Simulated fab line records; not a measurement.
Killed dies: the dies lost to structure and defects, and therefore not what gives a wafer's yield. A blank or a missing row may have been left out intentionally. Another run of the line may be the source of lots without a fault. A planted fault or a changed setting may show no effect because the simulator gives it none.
Chamber matching + flow nandHarc + NHARC_A_BONDPAD_STRIP_15 on rieDiel-09 has 4 sister chambers
The step strips in O2. 4 wafers are shown with their chamber, then 7 later ones without.

EACH WAFER AND ITS CHAMBER
| wafer  | chamber | drypumpMotorCurrentA (A) |
|--------|---------|--------------------------|
| L411.3 | 0       | 5.3                      |
| L412.5 | 3       | 5.8                      |
| L415.2 | 1       | 6.4                      |
| L415.3 | 2       | 5.5                      |

WAFERS WHOSE CHAMBER IS MISSING
| wafer  | drypumpMotorCurrentA (A) |
|--------|--------------------------|
| L415.5 | 6.4                      |
| L422.2 | 6.4                      |
| L422.3 | 5.7                      |
| L422.5 | 5.3                      |
| L426.1 | 5.8                      |
| L426.5 | 5.5                      |
| L426.6 | 5.8                      |

CHAMBER TAKEN BY EACH
| wafer  | from the rows above | in truth |
|--------|---------------------|----------|
| L415.5 | 1                   | 1        |
| L422.2 | 1                   | 1        |
| L422.3 | 3                   | 3        |
| L422.5 | 0                   | 0        |
| L426.1 | 3                   | 3        |
| L426.5 | 2                   | 2        |
| L426.6 | 3                   | 3        |
7 of 7 placed correctly. From these rows, 0 cannot be placed. Placed wrongly: 0.
How it was worked out, from the rows above alone: a wafer's distance from a chamber is the root of the sum, over the readings, of the square of ((its reading less the chamber's mean) divided by the reading's scatter). The wafer belongs to the nearest chamber; if the next one is less than 2 further off, it can't be placed. Each chamber's mean is taken over the wafers shown for it. The scatter: with one shown wafer a chamber, the root of the mean of the squares of how far each hidden wafer lies from its nearest shown one.
